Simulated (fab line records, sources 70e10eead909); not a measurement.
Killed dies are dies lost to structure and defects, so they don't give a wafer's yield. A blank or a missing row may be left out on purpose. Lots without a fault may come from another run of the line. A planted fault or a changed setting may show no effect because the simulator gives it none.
Chamber matching | flow nand_harc | NHARC_A_STAIRCASE_ETCH_169 on rie_diel-08: 4 sister chambers
The step etches the open film in CH3F/O2, target depth 50 nm, time 107.1 s. 8 wafers are shown with their chamber, then 7 later ones without.

WAFERS WITH THEIR CHAMBER
wafer  | chamber | showerhead_plenum_p_Torr (Torr) | rf_fwd_power_W (W)
L076.6 | 2       | 2.54                            | 498.0
L079.4 | 3       | 2.53                            | 498.7
L079.6 | 1       | 2.40                            | 493.7
L080.1 | 1       | 2.39                            | 491.9
L080.5 | 0       | 2.33                            | 497.8
L080.6 | 3       | 2.53                            | 498.3
L083.1 | 2       | 2.53                            | 497.7
L083.2 | 0       | 2.32                            | 497.4

WAFERS WITHOUT THEIR CHAMBER
wafer  | showerhead_plenum_p_Torr (Torr) | rf_fwd_power_W (W)
L083.5 | 2.39                            | 496.3
L092.1 | 2.52                            | 499.5
L092.2 | 2.32                            | 497.2
L092.6 | 2.52                            | 496.1
L091.1 | 2.52                            | 497.0
L091.2 | 2.52                            | 495.3
L091.3 | 2.32                            | 497.7

WHICH CHAMBER EACH WENT THROUGH
wafer  | from the rows above     | in truth
L083.5 | 1                       | 1
L092.1 | can't be placed: 3 or 2 | 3
L092.2 | 0                       | 0
L092.6 | can't be placed: 2 or 3 | 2
L091.1 | can't be placed: 2 or 3 | 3
L091.2 | can't be placed: 2 or 3 | 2
L091.3 | 0                       | 0
Placed correctly: 3 of 7. Can't be placed from these rows: 4 (the true chamber is among the candidates in 4). Placed wrongly: 0.
How it was worked out, from the rows above alone: a wafer's distance from a chamber is the root of the sum, over the readings, of the square of ((its reading less the chamber's mean) divided by the reading's scatter). The wafer belongs to the nearest chamber; if the next one is less than 2 further off, it can't be placed. A chamber's mean is the mean of its shown wafers. The scatter: the root of (the sum of the squares of (reading less its chamber's mean) over the shown wafers, divided by (wafers less chambers)).
